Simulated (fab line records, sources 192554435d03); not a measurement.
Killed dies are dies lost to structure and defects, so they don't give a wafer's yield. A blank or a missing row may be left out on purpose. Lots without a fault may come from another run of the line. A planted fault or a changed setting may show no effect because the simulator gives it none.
Chamber matching | flow n5_finfet | N5_BEOL_M4_ALD_98 on ald_sin-01: 4 sister chambers
The step deposits SiO2, target thk 2.5 nm, pulse time 1 s, co reactant pulse time 1 s. 8 wafers are shown with their chamber, then 8 later ones without.

WAFERS WITH THEIR CHAMBER
wafer  | chamber | heater_power_w (W) | precursor_pulse_height_rel
L077.1 | 1       | 72                 | 0.969
L086.1 | 3       | 86                 | 1.032
L086.3 | 2       | 81                 | 1.003
L086.4 | 0       | 79                 | 1.002
L087.2 | 0       | 80                 | 0.983
L087.3 | 2       | 81                 | 0.972
L087.4 | 3       | 87                 | 0.976
L088.2 | 1       | 72                 | 1.002

WAFERS WITHOUT THEIR CHAMBER
wafer  | heater_power_w (W) | precursor_pulse_height_rel
L088.5 | 80                 | 1.011
L088.6 | 74                 | 0.997
L089.2 | 88                 | 0.991
L089.3 | 79                 | 0.989
L089.6 | 80                 | 1.010
L094.1 | 81                 | 0.994
L094.2 | 88                 | 0.970
L094.5 | 88                 | 1.010

WHICH CHAMBER EACH WENT THROUGH
wafer  | from the rows above     | in truth
L088.5 | can't be placed: 0 or 2 | 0
L088.6 | 1                       | 1
L089.2 | 3                       | 3
L089.3 | 0                       | 0
L089.6 | can't be placed: 0 or 2 | 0
L094.1 | 2                       | 2
L094.2 | 3                       | 3
L094.5 | 3                       | 3
Placed correctly: 6 of 8. Can't be placed from these rows: 2 (the true chamber is among the candidates in 2). Placed wrongly: 0.
How it was worked out, from the rows above alone: a wafer's distance from a chamber is the root of the sum, over the readings, of the square of ((its reading less the chamber's mean) divided by the reading's scatter). The wafer belongs to the nearest chamber; if the next one is less than 2 further off, it can't be placed. A chamber's mean is the mean of its shown wafers. The scatter: the root of (the sum of the squares of (reading less its chamber's mean) over the shown wafers, divided by (wafers less chambers)).
